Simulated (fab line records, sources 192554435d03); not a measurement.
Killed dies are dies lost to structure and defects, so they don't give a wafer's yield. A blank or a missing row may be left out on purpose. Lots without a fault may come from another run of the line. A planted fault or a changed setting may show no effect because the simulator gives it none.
Chamber matching | flow n5_finfet | N5_BEOL_M7_ETCH_61 on rie_diel-03: 4 sister chambers
The step etches SiARC in CF4, target depth 45.5 nm, time 75.8 s. 4 wafers are shown with their chamber, then 7 later ones without.

WAFERS WITH THEIR CHAMBER
wafer  | chamber | drypump_motor_current_A (A)
L089.4 | 2       | 6.0
L089.5 | 1       | 5.9
L090.3 | 0       | 5.2
L090.4 | 3       | 5.7

WAFERS WITHOUT THEIR CHAMBER
wafer  | drypump_motor_current_A (A)
L090.5 | 5.2
L091.1 | 5.3
L091.2 | 5.7
L091.4 | 5.9
L094.1 | 5.2
L094.2 | 5.9
L094.3 | 6.0

WHICH CHAMBER EACH WENT THROUGH
wafer  | from the rows above | in truth
L090.5 | 0                   | 0
L091.1 | 0                   | 0
L091.2 | 3                   | 3
L091.4 | 1                   | 1
L094.1 | 0                   | 0
L094.2 | 1                   | 1
L094.3 | 2                   | 2
Placed correctly: 7 of 7. Can't be placed from these rows: 0. Placed wrongly: 0.
How it was worked out, from the rows above alone: a wafer's distance from a chamber is the root of the sum, over the readings, of the square of ((its reading less the chamber's mean) divided by the reading's scatter). The wafer belongs to the nearest chamber; if the next one is less than 2 further off, it can't be placed. A chamber's mean is the mean of its shown wafers. The scatter: with one shown wafer a chamber, the root of the mean of the squares of how far each hidden wafer lies from its nearest shown one.
